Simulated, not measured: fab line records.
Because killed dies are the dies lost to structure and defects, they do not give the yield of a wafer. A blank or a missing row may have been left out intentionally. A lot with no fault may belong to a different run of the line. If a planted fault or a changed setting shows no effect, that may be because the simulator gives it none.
fab line records | flow n5-finfet
record lots=14 wafers=42 last-day=19
route steps=1938 shown BEOL_M12@1642 BEOL_M13@1666
lots that met no fault: taken from a fault-free run of the same line
start-h: the number of hours between the record's first day and the start of the first shown wafer of the lot | wait-h: hours since the lot's step before | " same as the row above | L1.1+2: several wafers, shown together as one row | - no value, or no start given | * or withheld: withheld | < > ~ a bound
route shown NAME@n: names a module that has steps shown in the file, with the first one's number in the route | usual: mean and standard deviation over wafers with no fault | same: alike in all rows | chamber/n: place in a boat | sites: each site's reading | _std_site: the standard deviation of these | _edge_site: mean of outer sites minus mean of inner sites | radius-mm: how far each site lies from the wafer's centre | mask NAME#n: copy n | behind: tool/chamber where the wafer was last shaped | hold: cause of the lot's hold/its duration in hours/its outcome | device: which transistor (n, p or np) failed to switch | end of line: the tests these same wafers got at the end of their route | a step with no rows: only its recipe | killed: at the first sort, the dies lost to defects and structure; wafer yield is something else | map: per-die view of a wafer (x killed, . not killed, _ where there is no die)
set.NAME: the setting as run; set.NAME@STEP: as run at that earlier step | model.NAME: the simulator's own value behind a step, which no gauge read
a sample of lots followed through the steps of the route, with each step as a table and each wafer as a row
services: when a tool's chamber went out of use (start-h, in hours from the record's first day, below 0 if earlier), for how many hours, and the reason
## steps
# step N5_BEOL_M12_STRIP_37
# recipe chemistry=N2/H2 power-w=1000 temp-c=250 h2-frac=0.65 overash-fraction=0.3 pressure-mtorr=withheld n2-flow-sccm=1750 h2-flow-sccm=3250
# usual drypump-motor-current-A=6.08/0.12 heater-power-w=317/31 n2-flow-sccm=1750/5.4 oes-product-au=0.791/0.01
# columns lot.wafer tool chamber start-h wait-h drypump-motor-current-A heater-power-w n2-flow-sccm oes-product-au rf-hours-counter-h
L348.2 plasma-asher-01 0 280.13 0.0 6.29 283 1748 0.787 77
L348.3 " 1 " " 5.93 358 1754 0.804 -
L348.5 " 0 " " 6.26 286 1751 0.784 -
L347.1 plasma-asher-01 1 282.05 0.0 5.93 359 1750 0.802 77
L347.3 " 0 " " 6.25 290 1745 0.775 -
L347.6 " 1 " " 5.93 361 1758 0.804 -
L349.2 plasma-asher-02 0 286.33 0.0 6.02 285 1750 0.796 130
L349.4 " 0 " " 6.01 288 1754 0.796 -
L349.6 " 1 " " 6.12 337 1750 0.805 -
L350.1 plasma-asher-01 1 295.05 0.0 5.93 357 1749 0.795 80
L350.4 " 1 " " 5.94 362 1745 0.782 -
L350.6 " 1 " " 5.93 359 1748 0.794 -
L353.2 plasma-asher-01 1 307.20 0.0 5.97 358 1753 0.793 82
L353.4 " 0 " " 6.25 281 1757 0.790 -
L353.6 " 0 " " 6.25 286 1755 0.782 -
L352.1 plasma-asher-01 1 309.62 0.0 5.89 354 1751 0.792 83
L352.3 " 0 " " 6.27 285 1755 0.793 -
L352.4 " 1 " " 5.95 361 1747 0.795 -
L354.1 plasma-asher-02 1 322.09 0.0 6.12 343 1741 0.805 137
L354.4 " 0 " " 6.05 298 1747 0.805 -
L354.6 " 0 " " 5.95 290 1747 0.791 -
L355.1 plasma-asher-02 1 328.89 0.4 6.15 336 1738 0.780 139
L355.2 " 0 " " 5.99 289 1746 0.801 139
L355.5 " 0 " " 6.03 289 1747 0.784 -
L358.2 plasma-asher-01 1 347.65 0.0 5.98 352 1749 0.799 87
L358.4 " 1 " " 5.92 338 1740 0.785 -
L358.5 " 0 " " 6.26 284 1751 0.787 -
L364.2 plasma-asher-01 0 386.49 0.0 6.22 282 1763 0.763 95
L364.3 " 1 " " 5.92 358 1763 0.761 -
L364.5 " 1 " " 5.96 354 1763 0.790 -
L367.1 plasma-asher-02 0 393.42 0.0 6.02 287 1752 0.796 156
L367.3 " 0 " " 6.03 288 1746 0.819 -
L367.4 " 1 " " 6.15 345 1748 0.818 -
L366.3 plasma-asher-02 0 393.60 0.1 5.97 289 1748 0.783 -
L366.4 " 1 " " 6.11 342 1757 0.785 -
L366.5 " 0 " " 5.98 288 1747 0.792 -
L368.1 plasma-asher-02 0 394.13 0.0 6.03 293 1749 0.798 156
L368.3 " 0 " " 6.05 289 1749 0.788 -
L368.4 " 1 " " 6.16 339 1748 0.800 -
L369.1 plasma-asher-02 1 411.07 0.0 6.15 332 1752 0.789 159
L369.3 " 0 " " 5.94 282 1755 0.787 -
L369.6 " 1 " " 6.14 341 1740 0.779 -
# step N5_BEOL_M12_SPUTTER_44
# recipe material=Ta target-thk-a=100 temp-c=50 bias-v=80 power-w=15000 chamber-pressure-pa=0.07 time-s=16.13
# usual cathode-dc-power-W=15000/2.6 susceptor-temp-C=49.99/0.11 throttle-valve-pct=30.1/1.3
# columns lot.wafer tool chamber start-h wait-h cathode-dc-power-W susceptor-temp-C throttle-valve-pct
L348.2 pvd-sputter-03 - 281.88 0.0 15000 50.04 30.8
L348.3 " - " " 15001 50.04 29.9
L348.5 " - " " 14991 49.95 30.5
L347.1 pvd-sputter-03 - 283.62 0.0 15000 49.98 28.0
L347.3 " - " " 14998 49.91 28.5
L347.6 " - " " 14998 49.98 30.7
L349.2 pvd-sputter-02 - 288.29 0.0 15001 49.92 29.7
L349.4 " - " " 14998 49.79 30.1
L349.6 " - " " 14993 50.08 30.9
L350.1 pvd-sputter-02 - 296.20 0.0 15003 49.94 30.0
L350.4 " - " " 15001 50.12 30.1
L350.6 " - " " 14998 49.95 29.9
L353.2 pvd-sputter-03 - 309.77 0.0 14999 49.95 28.6
L353.4 " - " " 15000 50.05 29.8
L353.6 " - " " 15002 50.03 28.3
L352.1 pvd-sputter-02 - 312.21 0.0 14998 49.96 27.7
L352.3 " - " " 15000 50.10 30.2
L352.4 " - " " 14997 49.96 30.4
L354.1 pvd-sputter-02 - 325.51 0.0 14992 50.02 28.0
L354.4 " - " " 15000 49.88 30.0
L354.6 " - " " 14997 50.08 28.0
L355.1 pvd-sputter-01 - 330.38 0.0 15000 49.88 29.3
L355.2 " - " " 14999 49.94 30.6
L355.5 " - " " 15000 49.86 31.1
L358.2 pvd-sputter-01 - 350.40 0.0 15001 49.95 29.6
L358.4 " - " " 14998 49.92 30.8
L358.5 " - " " 15002 50.13 33.3
L364.2 pvd-sputter-01 - 388.91 0.0 15002 49.89 29.6
L364.3 " - " " 15000 50.20 31.3
L364.5 " - " " 15001 49.96 29.6
L367.1 pvd-sputter-01 - 394.77 0.0 15001 50.15 29.3
L367.3 " - " " 14999 50.09 30.4
L367.4 " - " " 15002 49.93 31.3
L366.3 pvd-sputter-02 - 396.29 0.0 14998 50.16 30.2
L366.4 " - " " 14999 49.85 29.9
L366.5 " - " " 15001 50.19 28.2
L368.1 pvd-sputter-03 - 397.29 0.0 14998 49.95 30.5
L368.3 " - " " 15003 50.15 28.8
L368.4 " - " " 15001 49.96 29.8
L369.1 pvd-sputter-01 - 413.89 0.0 15000 49.99 29.6
L369.3 " - " " 15001 50.07 30.5
L369.6 " - " " 14999 49.84 31.2
# step N5_BEOL_M12_SPUTTER_45
# recipe material=Cu target-thk-a=800 temp-c=-20 bias-v=60 power-w=26000 chamber-pressure-pa=0.13 time-s=13.33
# usual cathode-dc-power-W=26000/4.9 chuck-sensor-temp-C=-16.0/0.48 susceptor-temp-C=-20.00/0.12 throttle-valve-pct=30.1/1.3
# columns lot.wafer tool chamber start-h wait-h cathode-dc-power-W chuck-sensor-temp-C susceptor-temp-C throttle-valve-pct
L348.2 pvd-sputter-03 - 281.96 0.0 25999 -16.6 -19.80 30.6
L348.3 " - " " 26009 -16.4 -20.21 29.9
L348.5 " - " " 25988 -16.7 -19.83 30.8
L347.1 pvd-sputter-03 - 283.70 0.0 25994 -16.7 -19.96 28.5
L347.3 " - " " 26006 -16.5 -19.94 28.3
L347.6 " - " " 26003 -16.7 -20.09 30.5
L349.2 pvd-sputter-02 - 288.37 0.0 25999 -16.2 -20.17 30.1
L349.4 " - " " 25999 -15.5 -19.93 30.1
L349.6 " - " " 26002 -15.8 -20.10 31.1
L350.1 pvd-sputter-02 - 296.28 0.0 26010 -16.2 -19.78 30.2
L350.4 " - " " 26006 -15.4 -20.05 30.3
L350.6 " - " " 25998 -16.4 -19.63 30.3
L353.2 pvd-sputter-03 - 309.85 0.0 26000 -16.4 -19.97 28.4
L353.4 " - " " 25991 -16.2 -20.00 29.9
L353.6 " - " " 25995 -16.5 -20.10 28.3
L352.1 pvd-sputter-02 - 312.29 0.0 26002 -15.8 -20.07 28.3
L352.3 " - " " 25997 -16.2 -20.04 30.0
L352.4 " - " " 25999 -15.5 -20.04 30.0
L354.1 pvd-sputter-02 - 325.59 0.0 25997 -15.9 -20.04 28.2
L354.4 " - " " 25994 -16.2 -19.85 30.0
L354.6 " - " " 25995 -15.9 -19.95 28.3
L355.1 pvd-sputter-01 - 330.46 0.0 25998 -15.2 -19.92 29.5
L355.2 " - " " 26003 -16.2 -19.95 30.6
L355.5 " - " " 25998 -15.5 -20.09 31.4
L358.2 pvd-sputter-01 - 350.48 0.0 26010 -15.1 -19.85 29.3
L358.4 " - " " 25995 -16.4 -19.95 30.6
L358.5 " - " " 26010 -16.4 -20.16 33.3
L364.2 pvd-sputter-01 - 388.99 0.0 25999 -15.2 -19.88 29.4
L364.3 " - " " 25997 -15.4 -19.90 31.2
L364.5 " - " " 25998 -15.0 -19.99 29.8
L367.1 pvd-sputter-01 - 394.85 0.0 26001 -15.2 -19.81 29.1
L367.3 " - " " 26006 -16.3 -19.82 30.2
L367.4 " - " " 25997 -15.5 -20.11 31.3
L366.3 pvd-sputter-02 - 396.37 0.0 26004 -15.4 -20.09 30.0
L366.4 " - " " 26007 -16.1 -20.01 29.8
L366.5 " - " " 25998 -15.8 -20.04 28.0
L368.1 pvd-sputter-03 - 397.37 0.0 25993 -16.8 -19.96 30.7
L368.3 " - " " 26006 -16.5 -20.01 28.5
L368.4 " - " " 26001 -16.2 -20.00 29.8
L369.1 pvd-sputter-01 - 413.97 0.0 25999 -15.0 -20.16 29.5
L369.3 " - " " 25999 -16.5 -20.11 30.6
L369.6 " - " " 26003 -15.7 -20.00 31.0
# step N5_BEOL_M13_PEB_08
# recipe peb-temp-c=130 peb-time-s=90
# usual chill-plate-temp-C=23.01/0.11 exhaust-pa=45.0/0.99
# columns lot.wafer tool chamber start-h wait-h chill-plate-temp-C exhaust-pa
L348.2 litho-track-05 0 283.34 0.0 22.91 45.6
L348.3 " 0 " " 23.05 43.1
L348.5 " 0 " " 22.98 45.1
L347.1 litho-track-01 0 285.20 0.1 23.11 43.4
L347.3 " 0 " " 23.20 44.6
L347.6 " 0 " " 23.09 45.1
L349.2 litho-track-01 0 289.75 0.0 23.03 45.4
L349.4 " 0 " " 23.19 45.4
L349.6 " 0 " " 23.15 45.7
L350.1 litho-track-03 0 297.66 0.1 22.86 44.5
L350.4 " 0 " " 22.93 45.1
L350.6 " 0 " " 22.97 44.2
L353.2 litho-track-05 0 311.42 0.0 22.91 44.7
L353.4 " 0 " " 22.91 45.2
L353.6 " 0 " " 22.86 44.0
L352.1 litho-track-01 0 313.82 0.1 23.04 44.5
L352.3 " 0 " " 23.18 44.2
L352.4 " 0 " " 23.14 43.3
L354.1 litho-track-05 - 327.10 0.1 - -
L354.4 " - " " - -
L354.6 " - " " - -
L355.1 litho-track-01 - 331.96 0.1 - -
L355.2 " - " " - -
L355.5 " - " " - -
L358.2 litho-track-01 0 351.98 0.0 22.95 46.6
L358.4 " 0 " " 22.96 46.0
L358.5 " 0 " " 22.94 44.6
L364.2 litho-track-03 0 390.52 0.0 23.03 45.6
L364.3 " 0 " " 22.94 45.2
L364.5 " 0 " " 23.11 45.6
L367.1 litho-track-03 0 396.44 0.1 23.02 45.6
L367.3 " 0 " " 22.94 45.3
L367.4 " 0 " " 23.07 44.9
L366.3 litho-track-05 0 397.81 0.0 23.16 46.5
L366.4 " 0 " " 23.11 45.1
L366.5 " 0 " " 23.05 46.1
L368.1 litho-track-05 0 398.91 0.1 22.96 45.8
L368.3 " 0 " " 22.72 43.7
L368.4 " 0 " " 22.95 45.5
L369.1 litho-track-05 0 415.65 0.1 23.11 44.3
L369.3 " 0 " " 22.87 44.9
L369.6 " 0 " " 22.75 45.9
## services
# columns tool chamber start-h hours kind
litho-track-03 - 264.18 - consumable-replace:filter
plasma-asher-01 - 285.47 1.2 repair
plasma-asher-01 - 319.35 22.0 repair
litho-track-05 - 321.09 - consumable-replace:filter
plasma-asher-02 - 325.92 1.3 repair
litho-track-01 - 345.96 - consumable-replace:filter
pvd-sputter-03 - 353.36 1.1 repair
pvd-sputter-03 - 355.01 3.2 repair
litho-track-01 - 403.05 - consumable-replace:filter
## key
first-sign step=N5_BEOL_M13_PEB_08 reading=tool-record direction=missing
effect none on later readings
met-at N5_BEOL_M13_PEB_08
struck-lots L354,L355
later-rows-left-out L354.1,L354.4,L354.6,L355.1,L355.2,L355.5
sort-left-out L354.1,L354.4,L354.6,L355.1,L355.2,L355.5
not-acting-at N5_BEOL_M12_STRIP_37,N5_BEOL_M12_SPUTTER_44,N5_BEOL_M12_SPUTTER_45
onset-between 313.82 327.10
fault kind=skipped-step-whole tool=litho-track-01,litho-track-05 chamber=- onset-h=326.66 steps=N5_BEOL_M13_PEB_08 scope=struck-lots-only
# sort-left-out: the simulated sort isn't trusted on such a fault, so these wafers' sort isn't shown, and their yield isn't known
# later-rows-left-out: the simulator's readings of these wafers behind a module that went badly wrong aren't trusted and aren't shown, but for the sort
